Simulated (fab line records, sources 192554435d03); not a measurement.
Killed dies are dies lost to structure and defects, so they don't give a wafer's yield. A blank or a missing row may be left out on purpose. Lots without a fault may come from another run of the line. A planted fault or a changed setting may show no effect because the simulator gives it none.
fab line records | flow n5_finfet
record lots=24 wafers=72 last_day=20
route steps=1938 shown BEOL_M2@893 BEOL_M3@944
lots that met no fault: from a run of the same line without faults
start_h: hours from the record's first day to the start of the lot's first wafer shown | wait_h: hours since the lot's step before | " the same as in the row above | L1.1+2: a row that stands for several wafers | - no value, or no start given | * or withheld: withheld | < > ~ a bound
route shown NAME@n: a module of which the file shows steps, and the number in the route of the first | usual: mean/standard deviation of fault-free wafers | same: alike in all rows | chamber/n: place in a boat | sites: the reading at each site | _std_site: their standard deviation | _edge_site: outer sites' mean less inner sites' | radius_mm: how far each site lies from the wafer's centre | mask NAME#n: copy n | behind: the tool/chamber that last shaped the wafer | hold: why the lot was held/for how many hours/how that ended | device: the transistor (n, p or np) that didn't switch | end of line: the same wafers' tests at the end of the route | a step without rows: its recipe alone | killed: dies lost to structure and defects at the first sort, not the wafer's yield | map: a wafer's dies, x killed, . not, _ none there
set.NAME: the setting as run; set.NAME@STEP: as run at that earlier step | model.NAME: the simulator's own value behind a step, which no gauge read
steps of the route over a sample of lots; a table a step, a row a wafer
## steps
# step N5_BEOL_M2_OCD_MEAS_38
# usual trench_depth_nm=55.3/1.2
# columns lot.wafer tool chamber start_h wait_h trench_depth_nm
L074.4 ocd-01 - 149.59 - 54.1
L074.5 " - " " 55.0
L074.6 " - " " 54.3
L075.2 ocd-02 - 152.58 - 57.2
L075.4 " - " " 55.3
L075.6 " - " " 54.6
L076.1 ocd-01 - 159.05 - 56.7
L076.2 " - " " 56.4
L076.5 " - " " 56.1
L077.1 ocd-02 - 159.21 - 55.5
L077.3 " - " " 53.8
L077.5 " - " " 54.0
L078.2 ocd-02 - 164.01 - 56.0
L078.4 " - " " 56.6
L078.5 " - " " 54.9
L079.1 ocd-01 - 175.41 - 56.5
L079.2 " - " " 56.2
L079.6 " - " " 55.7
L081.3 ocd-01 - 187.57 - 54.1
L081.4 " - " " 55.7
L081.5 " - " " 55.1
L080.1 ocd-02 - 194.03 - 54.1
L080.3 " - " " 55.7
L080.6 " - " " 55.3
L082.2 ocd-01 - 195.29 - 55.0
L082.3 " - " " 53.9
L082.5 " - " " 53.6
L084.1 ocd-02 - 197.70 - 54.3
L084.3 " - " " 54.2
L084.6 " - " " 53.5
L083.1 ocd-02 - 201.03 - 55.7
L083.5 " - " " 55.6
L083.6 " - " " 56.0
L085.1 ocd-01 - 203.15 - 56.2
L085.2 " - " " 55.7
L085.6 " - " " 52.6
L086.3 ocd-02 - 227.62 - 55.5
L086.4 " - " " 55.4
L086.5 " - " " 55.2
L089.1 ocd-01 - 239.37 - 53.4
L089.3 " - " " 55.5
L089.4 " - " " 53.2
L087.3 ocd-01 - 239.65 - 55.5
L087.5 " - " " 57.2
L087.6 " - " " 54.6
L090.2 ocd-02 - 239.77 - 56.2
L090.3 " - " " 53.7
L090.4 " - " " 55.6
L088.1 ocd-01 - 243.22 - 54.3
L088.2 " - " " 53.8
L088.5 " - " " 55.1
L091.3 ocd-02 - 247.44 - 56.6
L091.5 " - " " 56.0
L091.6 " - " " 55.7
L092.2 ocd-01 - 254.84 - 55.4
L092.5 " - " " 53.7
L092.6 " - " " 56.3
L093.1 ocd-02 - 258.32 - 56.5
L093.4 " - " " 55.6
L093.5 " - " " 55.8
L094.1 ocd-01 - 261.18 - 57.2
L094.5 " - " " 57.0
L094.6 " - " " 55.1
L095.2 ocd-02 - 272.14 - 55.1
L095.3 " - " " 56.5
L095.5 " - " " 56.1
L097.1 ocd-02 - 286.11 - 56.3
L097.2 " - " " 58.6
L097.3 " - " " 55.5
L096.1 ocd-01 - 286.15 - 55.0
L096.3 " - " " 54.4
L096.5 " - " " 55.2
# step N5_BEOL_M2_DEGAS_44
# recipe ambient=vacuum temp_c=250 time_s=60
# usual heater_power_w=338/38 susceptor_temp_C=250.00/0.21
# columns lot.wafer tool chamber start_h wait_h heater_power_w susceptor_temp_C
L074.4 pvd_sputter-02 - 150.04 0.3 320 249.84
L074.5 " - " " 333 250.09
L074.6 " - " " 264 249.99
L075.2 pvd_sputter-03 - 153.02 0.3 321 249.50
L075.4 " - " " 316 249.71
L075.6 " - " " 301 249.47
L076.1 pvd_sputter-03 - 159.40 0.2 385 250.48
L076.2 " - " " 317 250.04
L076.5 " - " " 321 249.87
L077.1 pvd_sputter-02 - 159.50 0.1 266 249.96
L077.3 " - " " 391 250.06
L077.5 " - " " 320 250.37
L078.2 pvd_sputter-02 - 164.50 0.3 319 250.11
L078.4 " - " " 330 250.15
L078.5 " - " " 325 250.01
L079.1 pvd_sputter-02 - 175.73 0.2 307 249.69
L079.2 " - " " 326 249.97
L079.6 " - " " 332 249.93
L081.3 pvd_sputter-02 - 188.04 0.3 311 250.05
L081.4 " - " " 331 250.00
L081.5 " - " " 403 250.21
L080.1 pvd_sputter-02 - 194.86 0.7 274 249.63
L080.3 " - " " 316 249.91
L080.6 " - " " 328 249.97
L082.2 pvd_sputter-02 - 196.04 0.5 279 249.98
L082.3 " - " " 322 249.99
L082.5 " - " " 318 249.97
L084.1 pvd_sputter-01 - 200.11 2.3 346 249.90
L084.3 " - " " 388 249.93
L084.6 " - " " 344 250.07
L083.1 pvd_sputter-02 - 202.07 0.9 391 250.02
L083.5 " - " " 272 250.14
L083.6 " - " " 391 249.95
L085.1 pvd_sputter-03 - 203.67 0.3 319 249.96
L085.2 " - " " 318 249.89
L085.6 " - " " 318 250.03
L086.3 pvd_sputter-01 - 228.00 0.2 344 249.91
L086.4 " - " " 376 250.20
L086.5 " - " " 384 250.07
L089.1 pvd_sputter-01 - 240.01 0.5 352 250.37
L089.3 " - " " 346 250.10
L089.4 " - " " 375 250.38
L087.3 pvd_sputter-02 - 240.07 0.3 274 249.85
L087.5 " - " " 268 249.88
L087.6 " - " " 390 250.00
L090.2 pvd_sputter-01 - 240.09 0.2 352 249.90
L090.3 " - " " 388 249.93
L090.4 " - " " 334 250.03
L088.1 pvd_sputter-03 - 243.97 0.6 321 250.11
L088.2 " - " " 382 250.01
L088.5 " - " " 306 249.97
L091.3 pvd_sputter-03 - 247.85 0.3 325 250.01
L091.5 " - " " 312 250.40
L091.6 " - " " 371 250.26
L092.2 pvd_sputter-02 - 255.36 0.4 326 249.90
L092.5 " - " " 396 250.29
L092.6 " - " " 314 250.22
L093.1 pvd_sputter-03 - 258.53 0.1 309 250.08
L093.4 " - " " 379 249.89
L093.5 " - " " 385 249.98
L094.1 pvd_sputter-03 - 262.02 0.7 324 249.72
L094.5 " - " " 304 249.70
L094.6 " - " " 326 250.09
L095.2 pvd_sputter-03 - 272.92 0.6 325 249.94
L095.3 " - " " 383 249.60
L095.5 " - " " 325 249.74
L097.1 pvd_sputter-01 - 286.51 0.2 345 250.18
L097.2 " - " " 381 249.96
L097.3 " - " " 367 250.38
L096.1 pvd_sputter-01 - 286.59 0.3 338 249.98
L096.3 " - " " 386 249.98
L096.5 " - " " 389 250.27
# step N5_BEOL_M2_SPUTTER_79
# recipe material=Cu target_thk_a=45 temp_c=-20 chamber_pressure_pa=0.07 power_w=withheld time_s=8.29
# usual susceptor_temp_C=-19.99/0.096 throttle_valve_pct=30.1/1.1
# columns lot.wafer tool chamber start_h wait_h susceptor_temp_C throttle_valve_pct
L074.4 pvd_sputter-01 - 151.19 0.1 -20.01 29.4
L074.5 " - " " -19.98 31.6
L074.6 " - " " -20.07 31.4
L075.2 pvd_sputter-03 - 153.94 0.1 -19.81 30.9
L075.4 " - " " -19.97 31.2
L075.6 " - " " -20.13 29.4
L076.1 pvd_sputter-02 - 160.36 0.1 -20.13 29.5
L076.2 " - " " -20.03 28.0
L076.5 " - " " -20.10 29.3
L077.1 pvd_sputter-02 - 162.20 0.1 -20.01 29.6
L077.3 " - " " -20.02 29.6
L077.5 " - " " -20.13 28.2
L078.2 pvd_sputter-02 - 165.58 0.1 -20.05 29.5
L078.4 " - " " -20.04 29.4
L078.5 " - " " -19.87 29.7
L079.1 pvd_sputter-03 - 176.73 0.1 -20.06 31.0
L079.2 " - " " -19.98 29.8
L079.6 " - " " -19.97 30.2
L081.3 pvd_sputter-01 - 188.95 0.1 -19.99 31.3
L081.4 " - " " -19.87 29.2
L081.5 " - " " -20.02 31.4
L080.1 pvd_sputter-01 - 195.85 0.1 -20.10 31.6
L080.3 " - " " -20.02 29.6
L080.6 " - " " -19.95 31.5
L082.2 pvd_sputter-01 - 197.69 0.1 -19.96 30.6
L082.3 " - " " -20.00 31.4
L082.5 " - " " -20.10 30.7
L084.1 pvd_sputter-01 - 201.13 0.1 -19.99 29.4
L084.3 " - " " -19.95 31.7
L084.6 " - " " -19.90 31.5
L083.1 pvd_sputter-02 - 203.03 0.1 -20.02 29.9
L083.5 " - " " -20.04 27.9
L083.6 " - " " -19.83 29.5
L085.1 pvd_sputter-02 - 204.91 0.1 -19.86 28.1
L085.2 " - " " -19.96 29.4
L085.6 " - " " -19.93 28.2
L086.3 pvd_sputter-01 - 228.83 0.1 -20.00 31.7
L086.4 " - " " -19.93 29.5
L086.5 " - " " -20.03 31.0
L089.1 pvd_sputter-02 - 240.85 0.1 -19.89 30.0
L089.3 " - " " -20.15 29.3
L089.4 " - " " -20.02 27.9
L087.3 pvd_sputter-03 - 241.07 0.1 -19.88 31.5
L087.5 " - " " -19.93 30.2
L087.6 " - " " -19.90 31.3
L090.2 pvd_sputter-01 - 241.07 0.1 -19.88 29.4
L090.3 " - " " -19.85 30.8
L090.4 " - " " -20.10 31.6
L088.1 pvd_sputter-03 - 245.23 0.1 -19.80 29.3
L088.2 " - " " -20.11 31.3
L088.5 " - " " -20.15 31.4
L091.3 pvd_sputter-01 - 248.71 0.1 -19.81 31.4
L091.5 " - " " -20.10 31.3
L091.6 " - " " -19.72 30.9
L092.2 pvd_sputter-03 - 256.29 0.1 -20.00 31.0
L092.5 " - " " -19.91 31.7
L092.6 " - " " -20.09 29.2
L093.1 pvd_sputter-02 - 261.05 0.1 -20.10 29.2
L093.4 " - " " -19.99 29.5
L093.5 " - " " -20.12 30.1
L094.1 pvd_sputter-02 - 262.99 0.1 -20.10 30.1
L094.5 " - " " -20.01 29.2
L094.6 " - " " -20.08 29.4
L095.2 pvd_sputter-02 - 273.81 0.1 -19.94 29.8
L095.3 " - " " -19.92 29.3
L095.5 " - " " -19.93 28.2
L097.1 pvd_sputter-03 - 287.55 0.1 -20.11 29.6
L097.2 " - " " -20.09 30.5
L097.3 " - " " -19.97 31.2
L096.1 pvd_sputter-02 - 288.29 0.1 -19.95 30.0
L096.3 " - " " -19.91 29.5
L096.5 " - " " -20.01 29.6
# step N5_BEOL_M2_ANNEAL_82
# recipe temp_c=400 time_s=240 ambient=vacuum
# usual heater_power_w=852/93 susceptor_temp_C=400.01/0.21 susceptor_temp_C_max=401.1/0.48
# columns lot.wafer tool chamber start_h wait_h heater_power_w susceptor_temp_C susceptor_temp_C_max
L074.4 pvd_sputter-01 - 151.49 0.0 934 399.55 400.1
L074.5 " - " " 957 399.68 401.2
L074.6 " - " " 870 399.95 401.0
L075.2 pvd_sputter-03 - 154.24 0.0 781 400.16 401.8
L075.4 " - " " 787 400.09 400.8
L075.6 " - " " 823 399.88 401.5
L076.1 pvd_sputter-02 - 160.66 0.0 805 399.91 401.5
L076.2 " - " " 979 399.73 400.4
L076.5 " - " " 776 400.14 401.3
L077.1 pvd_sputter-02 - 162.50 0.0 835 400.08 401.3
L077.3 " - " " 681 399.96 400.6
L077.5 " - " " 1015 399.42 400.1
L078.2 pvd_sputter-02 - 165.88 0.0 842 400.11 401.6
L078.4 " - " " 785 400.48 401.6
L078.5 " - " " 837 399.88 401.4
L079.1 pvd_sputter-03 - 177.03 0.0 777 400.02 401.4
L079.2 " - " " 818 400.16 401.9
L079.6 " - " " 964 400.32 401.9
L081.3 pvd_sputter-01 - 189.25 0.0 855 400.17 400.9
L081.4 " - " " 940 399.99 400.7
L081.5 " - " " 880 399.77 400.9
L080.1 pvd_sputter-01 - 196.15 0.0 935 399.88 401.5
L080.3 " - " " 946 400.25 400.9
L080.6 " - " " 943 400.30 401.7
L082.2 pvd_sputter-01 - 197.99 0.0 880 399.85 400.6
L082.3 " - " " 841 400.23 401.2
L082.5 " - " " 854 400.02 400.8
L084.1 pvd_sputter-01 - 201.43 0.0 965 399.95 400.7
L084.3 " - " " 955 400.19 401.3
L084.6 " - " " 848 400.14 401.2
L083.1 pvd_sputter-02 - 203.33 0.0 674 399.77 400.4
L083.5 " - " " 1010 399.67 400.4
L083.6 " - " " 777 400.06 401.3
L085.1 pvd_sputter-02 - 205.21 0.0 1001 399.94 400.6
L085.2 " - " " 823 399.81 401.5
L085.6 " - " " 984 400.04 400.7
L086.3 pvd_sputter-01 - 229.13 0.0 953 399.88 401.1
L086.4 " - " " 925 399.99 400.5
L086.5 " - " " 871 399.82 400.6
L089.1 pvd_sputter-02 - 241.15 0.0 682 399.93 400.7
L089.3 " - " " 818 400.27 401.7
L089.4 " - " " 994 399.79 400.4
L087.3 pvd_sputter-03 - 241.37 0.0 780 400.25 401.1
L087.5 " - " " 959 399.95 401.5
L087.6 " - " " 798 399.95 401.2
L090.2 pvd_sputter-01 - 241.37 0.0 957 400.23 400.9
L090.3 " - " " 867 400.05 400.7
L090.4 " - " " 928 400.37 402.1
L088.1 pvd_sputter-03 - 245.53 0.0 811 400.03 402.1
L088.2 " - " " 762 400.31 401.1
L088.5 " - " " 773 399.95 400.6
L091.3 pvd_sputter-01 - 249.01 0.0 969 399.81 401.0
L091.5 " - " " 846 400.20 401.0
L091.6 " - " " 849 399.97 400.5
L092.2 pvd_sputter-03 - 256.59 0.0 801 399.88 402.0
L092.5 " - " " 777 400.17 400.9
L092.6 " - " " 788 399.76 401.4
L093.1 pvd_sputter-02 - 261.35 0.0 800 399.71 400.8
L093.4 " - " " 799 399.86 401.9
L093.5 " - " " 658 400.11 400.7
L094.1 pvd_sputter-02 - 263.29 0.0 682 399.87 400.6
L094.5 " - " " 778 399.94 400.8
L094.6 " - " " 831 400.02 401.5
L095.2 pvd_sputter-02 - 274.11 0.0 678 399.54 400.1
L095.3 " - " " 800 400.20 401.3
L095.5 " - " " 976 400.05 400.8
L097.1 pvd_sputter-03 - 287.85 0.0 828 399.86 401.5
L097.2 " - " " 951 399.80 401.4
L097.3 " - " " 792 400.17 401.4
L096.1 pvd_sputter-02 - 288.59 0.0 687 399.80 400.6
L096.3 " - " " 782 399.97 401.0
L096.5 " - " " 660 399.72 400.6
# step N5_BEOL_M3_CD_MEAS_11
# recipe target_cd_nm=17.05 landing_energy_ev=500 detector=se_inlens polarity=opening
# usual cd_nm=17.09/0.25
# columns lot.wafer tool chamber start_h wait_h cd_nm
L074.4 cd_sem-03 0 155.47 - 17.02
L074.5 " 0 " " 17.01
L074.6 " 0 " " 17.09
L075.2 cd_sem-03 0 159.47 - 16.51
L075.4 " 0 " " 16.41
L075.6 " 0 " " 16.93
L076.1 cd_sem-02 0 164.48 - 17.02
L076.2 " 0 " " 17.45
L076.5 " 0 " " 17.05
L077.1 cd_sem-01 0 166.10 - 17.39
L077.3 " 0 " " 17.17
L077.5 " 0 " " 17.04
L078.2 cd_sem-03 0 168.82 - 17.19
L078.4 " 0 " " 16.90
L078.5 " 0 " " 16.96
L079.1 cd_sem-02 0 180.90 - 16.84
L079.2 " 0 " " 16.93
L079.6 " 0 " " 17.41
L081.3 cd_sem-03 0 193.11 - 17.38
L081.4 " 0 " " 17.37
L081.5 " 0 " " 17.45
L080.1 cd_sem-01 0 200.81 - 17.09
L080.3 " 0 " " 17.25
L080.6 " 0 " " 17.36
L082.2 cd_sem-01 0 201.62 - 17.12
L082.3 " 0 " " 16.90
L082.5 " 0 " " 17.10
L084.1 cd_sem-02 0 205.25 - 17.23
L084.3 " 0 " " 16.39
L084.6 " 0 " " 16.83
L083.1 cd_sem-02 0 207.40 - 17.29
L083.5 " 0 " " 17.21
L083.6 " 0 " " 17.01
L085.1 cd_sem-01 0 208.86 - 16.81
L085.2 " 0 " " 16.86
L085.6 " 0 " " 16.95
L086.3 cd_sem-02 0 232.93 - 17.09
L086.4 " 0 " " 16.76
L086.5 " 0 " " 17.00
L089.1 cd_sem-01 0 247.65 - 17.11
L089.3 " 0 " " 16.92
L089.4 " 0 " " 17.12
L087.3 cd_sem-02 0 247.69 - 16.81
L087.5 " 0 " " 17.05
L087.6 " 0 " " 17.12
L090.2 cd_sem-03 0 247.76 - 16.95
L090.3 " 0 " " 17.04
L090.4 " 0 " " 17.09
L088.1 cd_sem-03 0 248.44 - 17.02
L088.2 " 0 " " 17.04
L088.5 " 0 " " 17.24
L091.3 cd_sem-01 0 253.82 - 17.40
L091.5 " 0 " " 17.40
L091.6 " 0 " " 17.64
L092.2 cd_sem-02 0 261.41 - 16.73
L092.5 " 0 " " 17.52
L092.6 " 0 " " 16.71
L093.1 cd_sem-03 0 264.68 - 16.87
L093.4 " 0 " " 17.39
L093.5 " 0 " " 17.35
L094.1 cd_sem-01 0 267.70 - 17.29
L094.5 " 0 " " 17.08
L094.6 " 0 " " 17.46
L095.2 cd_sem-03 0 277.43 - 16.92
L095.3 " 0 " " 17.06
L095.5 " 0 " " 16.54
L097.1 cd_sem-02 0 291.58 - 17.20
L097.2 " 0 " " 16.86
L097.3 " 0 " " 17.26
L096.1 cd_sem-03 0 292.00 - 17.00
L096.3 " 0 " " 17.10
L096.5 " 0 " " 16.98
# step N5_BEOL_M3_INSPECT_13
# recipe mode=adi inspect_instrument=brightfield
# usual raw_defect_count=431/110
# columns lot.wafer tool chamber start_h wait_h raw_defect_count
L074.4 defect_inspect-01 - 155.57 0.0 379
L074.5 " - " " 439
L074.6 " - " " 351
L075.2 defect_inspect-01 - 159.56 0.0 396
L075.4 " - " " 335
L075.6 " - " " 341
L076.1 defect_inspect-01 - 164.56 0.1 452
L076.2 " - " " 344
L076.5 " - " " 307
L077.1 defect_inspect-02 - 166.19 0.1 216
L077.3 " - " " 310
L077.5 " - " " 466
L078.2 defect_inspect-01 - 168.90 0.0 354
L078.4 " - " " 277
L078.5 " - " " 340
L079.1 defect_inspect-02 - 180.99 0.1 474
L079.2 " - " " 469
L079.6 " - " " 445
L081.3 defect_inspect-01 - 193.20 0.0 347
L081.4 " - " " 450
L081.5 " - " " 279
L080.1 defect_inspect-01 - 200.89 0.1 475
L080.3 " - " " 328
L080.6 " - " " 394
L082.2 defect_inspect-02 - 201.70 0.0 568
L082.3 " - " " 496
L082.5 " - " " 519
L084.1 defect_inspect-01 - 205.34 0.1 393
L084.3 " - " " 511
L084.6 " - " " 403
L083.1 defect_inspect-02 - 207.49 0.1 301
L083.5 " - " " 288
L083.6 " - " " 227
L085.1 defect_inspect-02 - 208.94 0.1 313
L085.2 " - " " 383
L085.6 " - " " 501
L086.3 defect_inspect-02 - 233.02 0.0 623
L086.4 " - " " 671
L086.5 " - " " 375
L089.1 defect_inspect-01 - 247.74 0.1 317
L089.3 " - " " 428
L089.4 " - " " 283
L087.3 defect_inspect-02 - 247.78 0.0 440
L087.5 " - " " 413
L087.6 " - " " 377
L090.2 defect_inspect-02 - 247.85 0.0 400
L090.3 " - " " 359
L090.4 " - " " 423
L088.1 defect_inspect-02 - 248.53 0.1 558
L088.2 " - " " 587
L088.5 " - " " 694
L091.3 defect_inspect-02 - 253.91 0.0 399
L091.5 " - " " 536
L091.6 " - " " 489
L092.2 defect_inspect-01 - 261.50 0.0 466
L092.5 " - " " 465
L092.6 " - " " 362
L093.1 defect_inspect-02 - 264.78 0.1 464
L093.4 " - " " 460
L093.5 " - " " 474
L094.1 defect_inspect-02 - 267.80 0.1 651
L094.5 " - " " 507
L094.6 " - " " 378
L095.2 defect_inspect-02 - 277.52 0.0 360
L095.3 " - " " 369
L095.5 " - " " 350
L097.1 defect_inspect-01 - 291.68 0.1 550
L097.2 " - " " 473
L097.3 " - " " 500
L096.1 defect_inspect-02 - 292.09 0.1 616
L096.3 " - " " 572
L096.5 " - " " 415
## key
fault none
